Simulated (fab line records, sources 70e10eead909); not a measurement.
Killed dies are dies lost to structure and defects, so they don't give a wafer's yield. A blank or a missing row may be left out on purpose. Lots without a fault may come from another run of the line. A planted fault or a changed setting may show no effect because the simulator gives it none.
Tool commonality check | flow nand_harc | 14 lots, 42 wafers sampled

WHY IT WAS OPENED
At NHARC_A_ONON_D1_THK_MEAS_30 the reading thk_nm is flagged on 2 of 14 lots. Wafers without a fault read 1000 nm, standard deviation 12.
Rule: a lot is flagged when every wafer of it that has a number lies more than 4 standard deviations from that mean, or none has a number. The other lots count as sound.

lot  | measured     | on            | thk_nm (nm), wafer by wafer | flag
L919 | day 8 07:31  | film_metro-02 | 1006 1007 1007              |
L922 | day 8 22:00  | film_metro-02 | 993 994 995                 |
L921 | day 8 22:01  | film_metro-01 | 1014 1014 1015              |
L920 | day 8 22:03  | film_metro-02 | 989 989 990                 |
L923 | day 9 16:30  | film_metro-01 | 1011 1012 1012              |
L925 | day 9 16:30  | film_metro-01 | 989 988 988                 |
L924 | day 9 16:33  | film_metro-01 | 1007 1007 1009              |
L927 | day 10 10:10 | film_metro-01 | 991 990 992                 |
L926 | day 10 10:11 | film_metro-01 | 1004 1004 1002              |
L934 | day 12 06:00 | film_metro-01 | 1013 1010 1012              |
L933 | day 12 06:10 | film_metro-02 | 1828 1827 1827              | FLAGGED
L936 | day 12 14:47 | film_metro-01 | 990 990 989                 |
L935 | day 12 14:50 | film_metro-01 | 1831 1829 1829              | FLAGGED
L939 | day 13 16:42 | film_metro-02 | 1008 1005 1005              |
The numbers of the flagged lots are 1828 nm on average: +828 nm against the usual, or +69 standard deviations.

WHICH TOOL RAN EACH LOT
The record holds 1 process step before the reading, out of a route of 1159 steps. In each cell: the tool, then ch and the chambers that the sampled wafers went through, then the start.
lot  | flag    | NHARC_A_ONON_D1_DEP_28
L919 |         | pecvd_onon-03 ch 0, day 8 07:01
L922 |         | pecvd_onon-02 ch 0, day 8 21:33
L921 |         | pecvd_onon-03 ch 0, day 8 21:38
L920 |         | pecvd_onon-04 ch 0, day 8 21:36
L923 |         | pecvd_onon-04 ch 0, day 9 15:59
L925 |         | pecvd_onon-03 ch 0, day 9 16:06
L924 |         | pecvd_onon-02 ch 0, day 9 16:06
L927 |         | pecvd_onon-03 ch 0, day 10 09:39
L926 |         | pecvd_onon-04 ch 0, day 10 09:44
L934 |         | pecvd_onon-04 ch 0, day 12 05:33
L933 | FLAGGED | pecvd_onon-03 ch 0, day 12 05:38
L936 |         | pecvd_onon-02 ch 0, day 12 14:16
L935 | FLAGGED | pecvd_onon-03 ch 0, day 12 14:19
L939 |         | pecvd_onon-04 ch 0, day 13 16:19
What these steps do:
- NHARC_A_ONON_D1_DEP_28: target thk 1000 nm.
- NHARC_A_ONON_D1_THK_MEAS_30: measures by ellipsometry.

FLAGGED OVER TOTAL, TOOL BY TOOL (the gauges that took the reading come last)
step                        | tool          | lots run | flagged | share of the flagged lots | sound lots run after its first flagged lot
NHARC_A_ONON_D1_DEP_28      | pecvd_onon-02 | 3        | 0       | none                      | -
NHARC_A_ONON_D1_DEP_28      | pecvd_onon-03 | 6        | 2       | all                       | 0
NHARC_A_ONON_D1_DEP_28      | pecvd_onon-04 | 5        | 0       | none                      | -
NHARC_A_ONON_D1_THK_MEAS_30 | film_metro-01 | 9        | 1       | some                      | 0
NHARC_A_ONON_D1_THK_MEAS_30 | film_metro-02 | 5        | 1       | some                      | 1 (L939)

WHAT THE TABLE ALLOWS
1 row of the table ran every flagged lot: pecvd_onon-03 at NHARC_A_ONON_D1_DEP_28.
- pecvd_onon-03 at NHARC_A_ONON_D1_DEP_28: 2 of its 6 lots flagged. Its last sound lot is L927 (day 10 09:39), its first flagged lot L933 (day 12 05:38): a fault that began between those two fits.
One tool is left: pecvd_onon-03 at NHARC_A_ONON_D1_DEP_28.

WHAT THE SIMULATOR HAD PUT IN
Process parameter drift: pecvd_onon-03, from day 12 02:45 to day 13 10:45, at NHARC_A_ONON_D1_DEP_28. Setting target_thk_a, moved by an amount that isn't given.
Lots struck among those shown: L933, L935. The rule above found the same.
